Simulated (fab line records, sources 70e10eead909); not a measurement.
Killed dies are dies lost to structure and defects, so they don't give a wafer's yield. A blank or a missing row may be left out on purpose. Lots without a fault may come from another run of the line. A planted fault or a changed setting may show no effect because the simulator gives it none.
A struck lot beside a sound one | flow nand_harc | 12 steps out of a route of 1159
Sound: wafers L377.2, L377.4, L377.5. Struck: wafers L388.1, L388.2, L388.6. The cause comes at the end.
At each step with rows: each side's tool, then ch and its chambers, then its first start. Under that, the readings that differ: sound wafers | struck wafers | difference of the means | sigmas: that difference in standard deviations of wafers without a fault.
alike: readings whose means differ by less than 2 such deviations, and words and numbers that are the same on both sides. not compared: withheld readings, readings that some wafer has no value for, bounds like >300 that may hide the same value, and numbers for which the record gives no deviation and whose values overlap.
The two part at a step that has a row with sigmas, a row that says differs or no value, or rows on one side only. Numbers that don't overlap but have no deviation are shown without sigmas and don't part them. A reading that every wafer of one side lacks parts them only if that side has two wafers or more.

NHARC_P_START_INSPECT_01:
  sound on defect_inspect-01, day 3 12:02; struck on defect_inspect-02, day 6 06:02
  alike: raw_defect_count
then, 9 steps without rows for these wafers: NHARC_P_ZERO_WELL_PRECLEAN_00 (cleans in SPM, time 600 s); NHARC_P_ZERO_WELL_SRD_01; NHARC_P_ZERO_WELL_PECVD_02 (deposits SiO2, target thk 10 nm); NHARC_P_ZERO_WELL_DEHYDRATE_03 (time 120 s); NHARC_P_ZERO_WELL_HMDS_04 (time 30 s); NHARC_P_ZERO_WELL_COAT_64 (time 65 s); NHARC_P_ZERO_WELL_COAT_05 (resist thk 600 nm); NHARC_P_ZERO_WELL_SOFTBAKE_06 (time 70 s); NHARC_P_ZERO_WELL_EBR_07.
NHARC_P_ZERO_WELL_EXPOSE_08: exposes mask P ZERO, target cd 500 nm.
  sound on krf_scanner-02 ch 0, day 3 13:19; struck on krf_scanner-02, day 6 07:05
  no value came back on the struck wafers for exposure_dose_mJ_cm2, focus_offset_nm (nm); on the sound wafers exposure_dose_mJ_cm2 reads 33.77 33.78 33.79
  alike: mask
then, 1 step without rows for these wafers: NHARC_P_ZERO_WELL_PEB_09 (peb time 80 s).

WHERE THEY PART
Only at NHARC_P_ZERO_WELL_EXPOSE_08, within this record.

WHY: what the simulator had put in
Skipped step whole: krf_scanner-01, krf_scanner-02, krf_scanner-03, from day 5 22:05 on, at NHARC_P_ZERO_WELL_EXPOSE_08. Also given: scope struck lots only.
